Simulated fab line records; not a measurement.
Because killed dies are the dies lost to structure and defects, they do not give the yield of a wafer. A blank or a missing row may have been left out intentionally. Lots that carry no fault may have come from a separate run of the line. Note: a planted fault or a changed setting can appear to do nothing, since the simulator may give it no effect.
Matching of chambers -- flow n5 finfet -- N5_BEOL_M14_ETCH_67 on rie diel-05 has 3 sister chambers
The step etches SiARC in CF4, target depth 143 nm, time 238.3 s. 3 wafers are shown with their chamber, then 3 later ones without.

== WAFERS PAIRED WITH THEIR CHAMBERS ==
wafer,chamber,showerhead plenum p Torr (Torr)
L080.4,2,2.16
L085.1,3,2.02
L085.3,0,2.08

== WAFERS WITHOUT THEIR CHAMBER ==
wafer,showerhead plenum p Torr (Torr)
L095.3,2.07
L095.4,2.15
L096.5,2.07

== EACH ONE'S CHAMBER ==
wafer,from the rows above,in truth
L095.3,0,0
L095.4,2,2
L096.5,0,0
3 of 3 placed correctly. From these rows, 0 cannot be placed. 0 placed wrongly.
How it was worked out, from the rows above alone: a wafer's distance from a chamber is the root of the sum, over the readings, of the square of ((its reading less the chamber's mean) divided by the reading's scatter). If the next closest chamber is less than 2 further off than the closest, the wafer can't be placed; otherwise it belongs to the closest. The mean given for a chamber averages the wafers shown for that chamber. The scatter: with one shown wafer a chamber, the root of the mean of the squares of how far each hidden wafer lies from its nearest shown one.
